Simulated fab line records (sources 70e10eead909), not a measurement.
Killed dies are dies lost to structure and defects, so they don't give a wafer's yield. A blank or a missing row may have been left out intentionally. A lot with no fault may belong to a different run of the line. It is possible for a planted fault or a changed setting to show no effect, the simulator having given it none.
A struck lot beside a sound one ; flow nand_harc ; 13 out of 1159 route steps
Sound: these wafers, L798.1, L798.4, L798.5. Wafers L794.2, L794.3, L794.4 were the ones struck. The cause is given at the end.
For every step that has rows: the tool of each side, followed by ch and its chambers, followed by its first start. Under that, the readings that differ: sound wafers ; struck wafers ; difference of the means ; sigmas: that difference in standard deviations of wafers without a fault.
alike: same words and numbers on both sides, and readings whose means sit less than 2 such deviations apart. not compared: any withheld reading, any reading some wafer has no value for, any bound like >300 that may hide the same value, and any number with overlapping values for which the record gives no deviation.
Wherever a step has rows on one side only, a row that says differs or no value, or a row with sigmas, the two part there. Numbers that have no deviation but don't overlap get no sigmas and don't part them. Lack of a reading on every wafer of one side parts them only where that side has two or more wafers.

NHARC_A_CONTACT_CMP_20: polishes, t overpolish 30 s, target thk 300 nm.
  sound on cmp-02 ch 0,3, day 21 23:53; struck on cmp-02 ch 0,1,2, day 21 12:29
  alike: motor_current_A, overpolish_run_s, time_to_endpoint_s
next, for these wafers, 1 step has no rows: NHARC_A_CONTACT_SRD_22.
NHARC_A_CONTACT_INSPECT_23:
  sound on defect_inspect-01, day 22 00:17; struck on defect_inspect-01, day 21 12:55
  alike: raw_defect_count
then, 8 steps without rows for these wafers: NHARC_A_BLC_DEHYDRATE_00 (time 120 s); NHARC_A_BLC_HMDS_01 (time 30 s); NHARC_A_BLC_COAT_02 (time 75 s); NHARC_A_BLC_COAT_03 (time 65 s); NHARC_A_BLC_COAT_04 (resist thk 90 nm); NHARC_A_BLC_SOFTBAKE_05 (time 55 s); NHARC_A_BLC_EBR_06; NHARC_A_BLC_EXPOSE_07 (exposes mask A BLC, target cd 100 nm).
NHARC_A_BLC_PEB_08: peb time 65 s.
  struck on litho_track-06, day 21 13:20; sound on litho_track-06 ch 0, day 22 00:43
  no value came back on the struck wafers for chill_plate_temp_C (C), exhaust_pa (Pa), plate_temp_C (C); on the sound wafers chill_plate_temp_C (C) reads 23.14 22.87 23.04
then, 1 step without rows for these wafers: NHARC_A_BLC_DEVELOP_09 (develop time 35 s).

## WHERE THEY PART
Within this record, at NHARC_A_BLC_PEB_08 only.

WHY: what had been put in by the simulator
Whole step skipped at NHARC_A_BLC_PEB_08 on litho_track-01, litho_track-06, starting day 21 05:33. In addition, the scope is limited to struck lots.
